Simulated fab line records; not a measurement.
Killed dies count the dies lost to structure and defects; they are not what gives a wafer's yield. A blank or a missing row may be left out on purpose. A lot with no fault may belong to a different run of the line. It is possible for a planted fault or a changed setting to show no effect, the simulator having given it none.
fab line records | flow n5-finfet
[record] lots = 4 wafers = 12 last-day = 17
route steps=1938 shown BEOL_M10@1494 PASSIVATION@1936
lots with no fault: from the same line, run without faults
start-h: hours from the record's first day to the start of the lot's first wafer shown | wait-h: hours since the lot's step before | " the same as in the row above | L1.1+2: several wafers, shown together as one row | - either no value or no given start | * or withheld: withheld | < > ~ a bound
route shown NAME@n: NAME is a module with steps in the file, n the number in the route of the first one | usual: the fault-free wafers' mean and standard deviation | same: alike in all rows | chamber/n: place in a boat | sites: each site's reading | _std_site: how widely they spread, as a standard deviation | _edge_site: the outer-site mean with the inner-site mean subtracted | radius-mm: for every site, how far away it sits from the centre of the wafer | mask NAME#n: copy n | behind: the most recent tool/chamber to have shaped the wafer | hold: cause of the lot's hold/its duration in hours/its outcome | device: whichever transistor did not switch (one of n, p or np) | end of line: at the end of the route, the tests of the same wafers | step lacking rows: just its recipe | killed: dies that structure and defects cost at the first sort, which is not the same as the wafer's yield | map: per-die view of a wafer (x killed, . not killed, _ where there is no die)
set.NAME: the setting the step ran with; set.NAME@STEP: the setting that earlier step ran with | model.NAME: the simulator's own value behind a step, which no gauge read
certain route steps with their lots: each step a table, each wafer a row
services: a tool's chamber out of use, with start hour (start-h, from the record's first day; less than 0 if before it), hours out, and reason
[[steps]]
[step N5_BEOL_M10_COAT_63]
[recipe] resist = SOC temp-c = 250 time-s = 60 spin-rpm = 1500 resist-thk-nm = 100
[step N5_BEOL_M10_COAT_64]
[recipe] resist = SiARC temp-c = 220 time-s = 60 spin-rpm = 1500 resist-thk-nm = 30
[step N5_BEOL_M10_COAT_22]
[recipe] resist = CAR-ArF spin-rpm = 1500 resist-thk-nm = 90
[step N5_BEOL_M10_EBR_24]
[recipe] solvent = PGMEA ebr-width-mm = 1.5
[step N5_BEOL_M10_SOFTBAKE_23]
[recipe] temp-c = 110 time-s = 60 resist = CAR-ArF
[step N5_BEOL_M10_EXPOSE_25]
[recipe] mask-id = V9 na = 1.35 source-shape = annular sigma-inner = 0.5 sigma-outer = 0.8 polarization = unpolarized dose-mj = 85.5
[step N5_BEOL_M10_PEB_26]
[recipe] peb-temp-c = withheld peb-time-s = 60 resist = CAR-ArF
[step N5_BEOL_M10_DEVELOP_27]
[recipe] develop-time-s = 30 developer = TMAH resist = CAR-ArF rinse-liquid = diw dry = air-spin dev-temp-c = 23
[step N5_BEOL_M10_DESCUM_33]
[recipe] chemistry = O2 time-s = 7.9 source-power-w = 50 bias-power-w = 20 pressure-mtorr = 20 rf-frequency-hz = 2.712e+07 temp-c = 40 resist = CAR-ArF o2-flow-sccm = 225
[step N5_BEOL_M10_ETCH_65]
[recipe] chemistry = CF4 target = SiARC target-depth-a = 390 mask-material = CAR-ArF time-s = 65 ion-energy-ev = 80 pressure-mtorr = 40 source-w = 545 bias-w = 36 Ar_flow_sccm = 100 cf4-flow-sccm = 100 ends = cleared
[usual] drypump-motor-current-A = 5.5/0.54 etch-rf-on-time-s = 66.3/1.7 oes-product-au = 0.66/0.045 rf-vpp-V = 183.6/1.1 showerhead-plenum-p-Torr = 2.12/0.055 throttle-valve-pct = 15.70/0.18
// columns lot.wafer tool chamber start-h wait-h drypump-motor-current-A etch-rf-on-time-s oes-product-au rf-hours-counter-h rf-vpp-V showerhead-plenum-p-Torr throttle-valve-pct
L372.1 rie-diel-06 3 278.43 0.0 6.6 64.4 0.65 123 182.1 2.15 15.77
L372.3 " 0 " " 6.2 64.9 0.70 70 181.8 2.09 15.72
L372.6 " 3 " " 6.6 64.4 0.66 - 186.5 2.15 15.78
L379.1 rie-diel-06 0 309.69 0.0 6.2 65.0 0.70 79 182.2 2.09 15.74
L379.3 " 3 " " 6.6 64.7 0.65 132 183.5 2.15 15.79
L379.6 " 0 " " 6.2 65.6 0.69 - 183.4 2.09 15.74
L380.1 rie-diel-06 1 312.87 0.0 4.9 65.8 0.60 209 183.3 2.03 15.79
L380.4 " 0 " " 6.3 65.2 0.70 81 183.2 2.09 15.74
L380.6 " 2 " " 5.4 68.0 0.65 - 182.5 2.08 15.71
L385.2 rie-diel-02 0 358.66 0.0 5.4 67.2 0.58 219 184.3 2.13 15.97
L385.3 " 1 " " 5.0 68.7 0.65 105 184.1 2.08 15.75
L385.4 " 2 " " 5.1 63.6 0.71 93 184.2 2.07 15.80
[step N5_BEOL_M10_ETCH_66]
[recipe] chemistry = N2/H2 target = SOC target-depth-a = 1200 overetch-a = 240 mask-material = SiARC temp-c = 40 time-s = 180 ion-energy-ev = 200 pressure-mtorr = 30 source-w = 840 bias-w = 150 n2-flow-sccm = 200 h2-flow-sccm = 200
[step N5_BEOL_M10_STRIP_69]
[recipe] chemistry = N2/H2 temp-c = 40 n2-flow-sccm = 200 h2-flow-sccm = 200 rf-frequency-hz = 6e+07
[step N5_BEOL_M10_VIA_ETCH_34]
[recipe] chemistry = C4F6/O2 target = SiCOH_lowk target-depth-a = 1845 mask-material = SOC taper-deg = 4 time-s = 69.2 ion-energy-ev = 250 pressure-mtorr = 30 source-w = 345 bias-w = 185 Ar_flow_sccm = 300 C4F6_flow_sccm = 10 O2_flow_sccm = 10
[step N5_BEOL_M10_STRIP_73]
[recipe] chemistry = C4F6/O2 resist = SiARC rf-frequency-hz = 6e+07
[step N5_BEOL_M10_STRIP_36]
[recipe] chemistry = N2/H2 power-w = 450 temp-c = 40 pressure-mtorr = 20 rf-frequency-hz = 6e+07 overash-fraction = 0.3 bias-power-w = 7 h2-frac = 0.5 n2-flow-sccm = 200 h2-flow-sccm = 200
[step N5_BEOL_M10_TRENCH_ETCH_37]
[recipe] chemistry = C4F6/O2 target-depth-a = 1488.3 target = SiCOH_lowk time-s = 48 ion-energy-ev = 250 pressure-mtorr = 30 source-w = 345 bias-w = 185 Ar_flow_sccm = 300 C4F6_flow_sccm = 10 O2_flow_sccm = 10
[step N5_BEOL_M10_ETCH_41]
[recipe] chemistry = CH3F/O2 target = SiCN target-depth-a = 426 taper-deg = 2 time-s = 86 ion-energy-ev = 120 mask-material = TiN pressure-mtorr = 30 source-w = 395 bias-w = 75 Ar_flow_sccm = 150 CH3F_flow_sccm = 30 O2_flow_sccm = 20
[step N5_BEOL_M10_STRIP_77]
[recipe] chemistry = N2/H2 time-s = 10 power-w = 450 temp-c = 40 pressure-mtorr = 20 rf-frequency-hz = 6e+07 bias-power-w = 7 n2-flow-sccm = 200 h2-flow-sccm = 200
[step N5_BEOL_M10_HM_STRIP_39]
[recipe] chemistry = peroxide-tin-strip material = TiN target-depth-a = 250 temp-c = 50 time-s = 158
[step N5_BEOL_M10_SRD_40]
[recipe] time-s = 30 temp-c = 23 rinse-liquid = diw dry = ipa-marangoni
[step N5_BEOL_M10_PRECLEAN_42]
[recipe] chemistry = residue-remover time-s = 60 temp-c = 40
[step N5_BEOL_M10_SRD_43]
[recipe] time-s = 30 temp-c = 23 rinse-liquid = diw dry = ipa-marangoni
[step N5_BEOL_M10_CURE_72]
[recipe] temp-c = 370 time-s = 120 ambient = DMADMS/He material = SiCOH_lowk
[step N5_BEOL_M10_DEGAS_44]
[recipe] ambient = vacuum temp-c = 250 time-s = 60
[step N5_BEOL_M10_PRE_CLEAN_45]
[recipe] gas = H2/He time-s = 30 temp-c = 250
[step N5_BEOL_M10_ALD_74]
[recipe] material = TaN target-thk-a = 20 temp-c = 275 ald-precursor-family = PDMAT ald-co-reactant = NH3 pressure-torr = 3 carrier-flow-sccm = 1500 pulse-time-s = 2 purge-time-s = 3 co-reactant-purge-time-s = 2 co-reactant-pulse-time-s = 3 ald-cycles = 40 precursor-vessel-temp-c = 75 precursor-vessel-pressure-torr = 26.25 precursor-vessel-carrier-sccm = 1000
[step N5_BEOL_M10_SURFACE_TREAT_76]
[recipe] gas = Ar time-s = * ion-energy-ev = * ion-current-ma-cm2 = 0.5 pressure-mtorr = * ar-flow-sccm = 30
[step N5_BEOL_M10_CVD_75]
[recipe] material = Co target-thk-a = 20 temp-c = withheld precursor = CCTBA/H2 pressure-torr = 30 time-s = 138.9
[step N5_BEOL_M10_SPUTTER_48]
[recipe] material = Cu target-thk-a = 120 temp-c = -20 bias-v = 60 power-w = 26000 chamber-pressure-pa = 0.13 time-s = 2
[step N5_BEOL_M10_ECD_50]
[recipe] material = Cu target-thk-a = 3180
[step N5_BEOL_M10_ANNEAL_51]
[recipe] temp-c = 225 time-s = 90 ambient = N2
[step N5_BEOL_M10_CMP_52]
[recipe] stop-on = SiCOH_lowk t-overpolish-s = 7 down-force-psi = 1 platen-rpm = 50 clearing-platen-down-force-psi = 1.5 clearing-platen-rpm = 50 post-cmp-clean = cu-alkaline target-thk-nm = 140 clearing-platen-pad-velocity-m-s = 0.99484 pad-velocity-m-s = 0.99484
[step N5_BEOL_M10_PRE_CLEAN_55]
[recipe] gas = NH3 time-s = 15 temp-c = withheld rf-power-w = 300
[step N5_BEOL_M10_DEP_56]
[recipe] material = SiCN target-thk-a = 150 temp-c = withheld precursor = 3MS/NH3 pressure-torr = 3 rf-w = 202 time-s = 26.5
[step N5_PASSIVATION_PROBE_49]
[usual] defect-limited-yield = 91.0/1.5 killed_at_M0_to_M3 = 33/9.4 killed_at_M4_up = 14/4.8 killed-at-contacts = 13/7.3 killed-at-front-end = 43/13 killed-at-other = 3.6/2.9 killed-dies = 106/18 killed-open = 69/13 killed-short = 35/8.2 sort_bin_5_function = 5.3/1 sort_bin_6_memory = 3.3/0.68 sort-n-pass = 1074/18 sort-yield-pct = 91.0/1.5
[same] gross-dies = 1180 killed-at-back-side = 0 sort_bin_4_leakage[%] = 0 sort_bin_8_speed[%] = 0
// columns lot.wafer tool chamber start-h wait-h defect-limited-yield[%] killed_at_M0_to_M3 killed_at_M4_up killed-at-contacts killed-at-front-end killed-at-other killed-dies killed-open killed-short sort_bin_5_function[%] sort_bin_6_memory[%] sort-n-pass sort-yield-pct[%]
L379.1 prober-02 - 360.74 0.0 80.4 38 136 13 33 11 231 69 37 12.5 4.6 949 80.4
L379.3 prober-02 - 360.84 0.1 85.2 38 81 21 34 1 175 45 43 9.2 3.9 1005 85.2
L379.6 prober-02 - 360.99 0.3 80.1 36 136 8 54 1 235 64 36 13.0 3.9 945 80.1
L380.1 prober-01 - 360.91 0.0 80.6 31 135 13 44 6 229 74 32 12.8 4.7 951 80.6
L380.4 prober-01 - 361.06 0.2 80.2 39 145 10 39 1 234 68 37 12.7 4.7 946 80.2
L380.6 prober-01 - 361.16 0.3 84.1 50 101 6 30 1 188 70 32 9.8 3.6 992 84.1
// killed by level:class
L379.1 BEOL_M10:unspecified=123 BEOL_M2:geometric-particle:open=12 MOL_CONTACT_COAG:geometric-particle:open=11 BEOL_M0_SAQP:geometric-particle:short=10 PASS1_CAP:geometric-particle:open=9 FIN_SAQP:geometric-particle:short=7 GATE_CUT:geometric-particle:short=7 STI_FIN_REVEAL:geometric-particle:open=6
L379.3 BEOL_M10:unspecified=78 MOL_CONTACT_COAG:geometric-particle:open=14 BEOL_M0_SAQP:geometric-particle:short=13 FIN_SAQP:geometric-particle:short=12 BEOL_M0_SAQP:geometric-particle:open=8 MOL_CONTACT_COAG:geometric-particle:short=7 BEOL_M2:geometric-particle:open=6 HKMG_FIN:area-etch=6
L380.1 BEOL_M10:unspecified=120 STI_FIN_REVEAL:geometric-particle:open=14 BEOL_M3:geometric-particle:open=13 MOL_CONTACT_COAG:geometric-particle:open=11 BEOL_M4:geometric-particle:open=7 BEOL_M0_SAQP:geometric-particle:open=6 STI_FIN_REVEAL:geometric-particle:short=5 DUMMY_GATE:geometric-particle:open=5
L379.6 BEOL_M10:unspecified=129 FIN_SAQP:geometric-particle:short=16 STI_FIN_REVEAL:geometric-particle:open=12 BEOL_M0_SAQP:geometric-particle:short=11 BEOL_M0_SAQP:geometric-particle:open=9 BEOL_M2:geometric-particle:open=9 MOL_CONTACT_COAG:geometric-particle:open=7 FIN_SAQP:geometric-particle:open=6
L380.4 BEOL_M10:unspecified=127 BEOL_M3:geometric-particle:open=14 STI_FIN_REVEAL:geometric-particle:open=10 FIN_SAQP:geometric-particle:short=8 BEOL_M2:geometric-particle:open=8 FIN_SAQP:geometric-particle:open=7 BEOL_M4:geometric-particle:open=7 MOL_CONTACT_COAG:geometric-particle:open=7
L380.6 BEOL_M10:unspecified=86 BEOL_M3:geometric-particle:open=18 BEOL_M2:geometric-particle:open=10 BEOL_M4:geometric-particle:open=9 STI_FIN_REVEAL:geometric-particle:open=7 BEOL_M3:geometric-particle:short=7 DUMMY_GATE:geometric-particle:open=6 BEOL_M0_SAQP:geometric-particle:short=6
// map L379.6 (x killed, . not)
_________________.x.....x...x________________
______________.................._____________
___________...x....................__________
__________...........x.....x........_________
________............x.x..............._______
_______................................______
______......x..........................._____
_____.....xx..............x..............____
____.x.x........................x..x......___
___x..................x.x.......x..........__
___......x...x....................x........__
__.x.x.x......x.x..........................x_
__.......x.....x....x......................._
_.x.x.x............x..x........x.x.x....x...x
_x.........x............x..xx..x.........x.x.
_xx......xx.x.............x.x.xxx.x........xx
_.xx..x...x...........x....xxxxxx.x.x........
_..x.x........x.......x..xxxxxxxxxxxxx......x
_...x...................xxxxxxxxxxxxxxx......
_...x...x............x..xxxxxxxxxxxxxx..x....
_.......x...x..x........xxxxxxxxxxxxx.x......
__...x................xxxxxxxxxxxxxxxx......_
__.....x...........xx...xxxxxxxxxxxxx.x....._
___.......x............x..xxxxxxxxxx.....x.__
___xx...x............x..x.xxxxxxxxxx.......__
____............x.....x...x.xxxx.xx.......___
_____.x..........x.x.........x.x.........____
______....x......................x....x._____
_______.........x......................______
________.............................x_______
__________.................xx.x....._________
___________.xx.................x...__________
______________.....x...x........_____________
_________________........x...________________
// map L380.4 (x killed, . not)
_________________....xxx.....________________
______________......x......x...._____________
___________.......x...x............__________
__________.....................x...._________
________.x....x...........x...x......._______
_______......xx...........x......x...x.______
______.....x.........................x.._____
_____...............x..........x.........____
____....x.......x....................x....___
___.....x....x.x................x........x.__
___......x......................x..xx.x....__
__..............x....x......x...x..........._
__x..............x...........x...........x.._
_........x....x..........x.x....x.....x......
_........x.............x......xx....x...x.x..
_....x..........xx.......x.x.xxxx.x.........x
_x...x.x.............x....x.xxxxxxx....x.....
_..................x.x...xxxxxxxxxxx.xx.x....
_......................x.xxxxxxxxxxx.x.......
_.................x.....xxxxxxxxxxxxxx.......
_.........x...x........xxxxxxxxxxxxx.x.....x.
__.x.........x..........xxxxxxxxxxxxx.x....._
__....x.....x..x.....x...xxxxxxxxxxx.xx....._
___..................x..x.xxx.xxxxxx.xx....__
___.............xx....x....xxxxxx.xx..x....__
____........xx..............xxxx..xxx.....___
_____x..........x......x...x..x..xxx.....____
______.......x......x..........x........_____
_______........x..x............x......x______
________.......xx.x..................x_______
__________.........x..x............._________
___________............x...x.x.....__________
______________....x.x.x........._____________
_________________............________________
[[services]]
// columns tool chamber start-h hours kind
rie-diel-02 3 335.50 4.8 repair
[[key]]
[first-sign] step = N5_PASSIVATION_PROBE_49 reading = killed_at_M4_up direction = up sigmas = 23 usual = 14 struck = 122
[effect] step = N5_PASSIVATION_PROBE_49 reading = killed-dies direction = up sigmas = 6 usual = 106 struck = 215
[more-kills-born-at] N5_BEOL_M10_ETCH_65@rie-diel-06 = 663
met-at N5_BEOL_M10_ETCH_65
struck-wafers L379.1,L379.3,L379.6,L380.1,L380.4,L380.6
onset-between 278.43 309.69
[fault] kind = chamber-particle-source tool = rie-diel-06 chamber = - onset-h = 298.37 steps = N5_BEOL_M10_ETCH_65 rate-per-visit-cm2 = 0.94621 end-h = 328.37
